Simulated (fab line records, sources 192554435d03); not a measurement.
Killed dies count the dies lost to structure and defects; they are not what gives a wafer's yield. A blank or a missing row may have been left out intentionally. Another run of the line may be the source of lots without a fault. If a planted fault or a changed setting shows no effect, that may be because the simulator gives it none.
Which of the tools did it? :: flow n5 finfet :: 6 lots, 18 wafers sampled, at 2 steps of a route of 1938

== WHAT THE GAUGES SHOWED, per wafer ==
N5_BEOL_M10_RS_MEAS_57: uses a four-point probe to measure.
lot: L968
measured: day 11 10:54
on: film metro-02
M10_RS (ohm/sq): 0.1544 0.1544 0.1519

lot: L970
measured: day 12 04:37
on: film metro-02
M10_RS (ohm/sq): 0.1546 0.1503 0.1547

lot: L973
measured: day 13 02:43
on: film metro-01
M10_RS (ohm/sq): 0.1493 0.1490 0.1485

lot: L980
measured: day 14 05:46
on: film metro-01
M10_RS (ohm/sq): 0.1481 0.1552 0.1515

lot: L985
measured: day 16 04:31
on: film metro-01
M10_RS (ohm/sq): 0.1509 0.1512 0.1490

lot: L987
measured: day 17 07:05
on: film metro-01
M10_RS (ohm/sq): 0.1516 0.1506 0.1524

== WHAT TOOL EACH LOT RAN ON (gives the tool, then ch and the chambers of the sampled wafers, and finally the start) ==
lot: L968
N5_BEOL_M10_SURFACE_TREAT_76: pvd sputter-03, day 11 09:06

lot: L970
N5_BEOL_M10_SURFACE_TREAT_76: pvd sputter-03, day 12 03:29

lot: L973
N5_BEOL_M10_SURFACE_TREAT_76: pvd sputter-01, day 13 01:20

lot: L980
N5_BEOL_M10_SURFACE_TREAT_76: pvd sputter-03, day 14 03:59

lot: L985
N5_BEOL_M10_SURFACE_TREAT_76: pvd sputter-03, day 16 03:17

lot: L987
N5_BEOL_M10_SURFACE_TREAT_76: pvd sputter-03, day 17 05:29
- N5_BEOL_M10_SURFACE_TREAT_76

== THE ANSWER, worked out from the rows above alone ==
Rule: usual is defined by the lots themselves. Put in order of their means at a reading, lots are off if they are a third of the lots or fewer, leave a main group of 4 or more, and stand apart from it by a gap of 3 or more times the standard deviation of the main group's means; of several such gaps the widest counts. Not used: any main group whose means are identical at the precision the tables above print for the reading. A lot without any number at a reading at which 4 lots or more have one is off too. The other lots that the step has rows for count as sound.
None of the lots is off at any reading shown; this tells nothing.

== WHAT THE SIMULATOR PUT IN ==
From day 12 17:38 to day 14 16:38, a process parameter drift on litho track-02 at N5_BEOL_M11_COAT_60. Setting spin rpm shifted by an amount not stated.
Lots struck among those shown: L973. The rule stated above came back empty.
